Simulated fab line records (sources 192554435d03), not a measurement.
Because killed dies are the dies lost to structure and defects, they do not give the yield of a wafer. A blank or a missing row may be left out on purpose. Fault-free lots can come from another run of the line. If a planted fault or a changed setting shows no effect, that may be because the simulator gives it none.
Chamber matching    flow n5-finfet    N5_BEOL_M0_SAQP_SPACER1_ALD_98 on ald-sin-03: 4 sister chambers
The step deposits SiO2, target thk 12.8 nm, pulse time 1 s, purge time 2 s. 4 wafers are shown with their chamber, then 12 later ones without.

== WAFERS PAIRED WITH THEIR CHAMBERS ==
wafer   chamber  heater-power-w (W)
L080.6  0        428
L087.1  2        385
L087.2  1        564
L087.3  3        488

== WAFERS WITH NO CHAMBER GIVEN ==
wafer   heater-power-w (W)
L087.4  431
L087.5  495
L087.6  416
L090.1  436
L090.2  570
L090.3  492
L090.4  391
L090.5  426
L090.6  491
L091.1  392
L091.2  572
L091.6  420

== EACH ONE'S CHAMBER ==
wafer   from the rows above  in truth
L087.4  0                    0
L087.5  3                    3
L087.6  0                    0
L090.1  0                    0
L090.2  1                    1
L090.3  3                    3
L090.4  2                    2
L090.5  0                    0
L090.6  3                    3
L091.1  2                    2
L091.2  1                    1
L091.6  0                    0
12 of 12 placed correctly. Not placeable from these rows: 0. Number placed wrongly: 0.
How it was worked out, from the rows above alone: a wafer's distance from a chamber is the root of the sum, over the readings, of the square of ((its reading less the chamber's mean) divided by the reading's scatter). If the next closest chamber is less than 2 further off than the closest, the wafer can't be placed; otherwise it belongs to the closest. The mean given for a chamber averages the wafers shown for that chamber. The scatter: with one shown wafer a chamber, the root of the mean of the squares of how far each hidden wafer lies from its nearest shown one.
